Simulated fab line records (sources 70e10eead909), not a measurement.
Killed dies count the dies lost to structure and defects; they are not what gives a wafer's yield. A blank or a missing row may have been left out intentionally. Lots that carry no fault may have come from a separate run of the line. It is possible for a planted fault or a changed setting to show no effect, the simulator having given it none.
Struck lot and sound lot, side by side	flow nandHarc	15 out of 1302 route steps
Sound: these wafers, L170.3, L170.4, L170.6. Wafers struck: L174.1, L174.2, L174.6. The cause is given at the end.
Each step with rows lists, per side, the tool, then ch with its chambers, then its first start. Under that, the readings that differ: sound wafers	struck wafers	difference of the means	sigmas: that difference in standard deviations of wafers without a fault.
alike: same words and numbers on both sides, and readings whose means sit less than 2 such deviations apart. not compared: any withheld reading, any reading some wafer has no value for, any bound like >300 that may hide the same value, and any number with overlapping values for which the record gives no deviation.
The two part at a step that has a row with sigmas, a row that says differs or no value, or rows on one side only. Non-overlapping numbers with no deviation appear without sigmas and do not part them. A reading that every wafer of one side lacks parts them only if that side has two wafers or more.

first, 4 steps without rows for these wafers: NHARC_A_ZERO_WELL_STRIP_14 (strips in SPM, time 900 s); NHARC_A_ZERO_WELL_IMPLANT_15; NHARC_A_ZERO_WELL_PRECLEAN_22 (cleans in SC1, time 60 s); NHARC_A_ZERO_WELL_SRD_23.
NHARC_A_ZERO_WELL_RTA_16: time 10 s.
  sound on rtpAnneal-02 ch 0, day 9 15:27; struck on rtpAnneal-02 ch 0, day 11 18:19
  alike: lampPowerPct, wafer_temp_C_max
NHARC_A_ZERO_WELL_INSPECT_17:
  sound on defectInspect-01 at day 9 15:35; struck on defectInspect-02 at day 11 18:31
  alike: rawDefectCount
then, 3 steps without rows for these wafers: NHARC_A_SOURCE_PLATE_PRECLEAN_00 (cleans in HF-LAST, time 60 s); NHARC_A_SOURCE_PLATE_SRD_01; NHARC_A_SOURCE_PLATE_OXIDE_02 (material SiO2, target thk 10 nm, ox time 1362 s).
NHARC_A_SOURCE_PLATE_THK_MEAS_09: measures by ellipsometry.
  sound on filmMetro-01 at day 9 19:53; struck on filmMetro-01 at day 12 02:02
  alike: thkNm
then, 1 step without rows for these wafers: NHARC_A_SOURCE_PLATE_PVD_04 (deposits WSi2, target thk 50 nm).
NHARC_A_SOURCE_PLATE_CVD_03: deposits poly-Si, target thk 200 nm, time 4000 s.
  sound on lpcvdPoly-01 ch 0, day 9 22:27; struck on lpcvdPoly-04 ch 0, day 12 04:36
reading	sound	struck	difference	sigmas
spikeTcBottomC (C)	647 645 647	655 651 653	+7	+2
spikeTcCentreC (C)	621.7 620.7 621.5	635.6 637.9 637.4	+15.7	+9
spikeTcLowerC (C)	619.6 617.8 620.6	634.9 635.8 634.1	+15.6	+14
spikeTcTopC (C)	641.5 642.0 641.0	652.3 652.1 651.8	+10.6	+8
spikeTcUpperC (C)	621.6 622.2 620.1	635.7 636.3 633.6	+13.9	+12
zonePowerUpperPct (%)	8.29 8.23 8.23	8.63 8.59 8.66	+0.38	+4
  alike: tubeCenterTempC, zonePowerTopPct
then, 1 step without rows for these wafers: NHARC_A_SOURCE_PLATE_ANNEAL_05 (time 1800 s).
NHARC_A_SOURCE_PLATE_THK_MEAS_06: measures by ellipsometry.
  sound on filmMetro-02 at day 10 08:45; struck on filmMetro-02 at day 12 16:47
reading	sound	struck	difference	sigmas
thkNm (nm)	199.3 199.1 199.1	270.9 272.2 270.4	+72.0	+33
  not compared: hold
-- the record jumps here: 17 days lie between the struck wafers' starts before and after (it left off in module A_SOURCE_PLATE and takes up again in module END, whose first step shown is number 1302 of the route) --
NHARC_END_SORT_01:
  only the struck wafers appear in the record here, on prober-01 ch 0 at day 29 09:10; the sound ones have no rows

## WHERE THEY PART
Earliest at NHARC_A_SOURCE_PLATE_CVD_03; latest, in this record, at NHARC_END_SORT_01.

WHY: what had been put in by the simulator
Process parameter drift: lpcvdPoly-04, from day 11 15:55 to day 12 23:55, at NHARC_A_SOURCE_PLATE_CVD_03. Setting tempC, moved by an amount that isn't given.
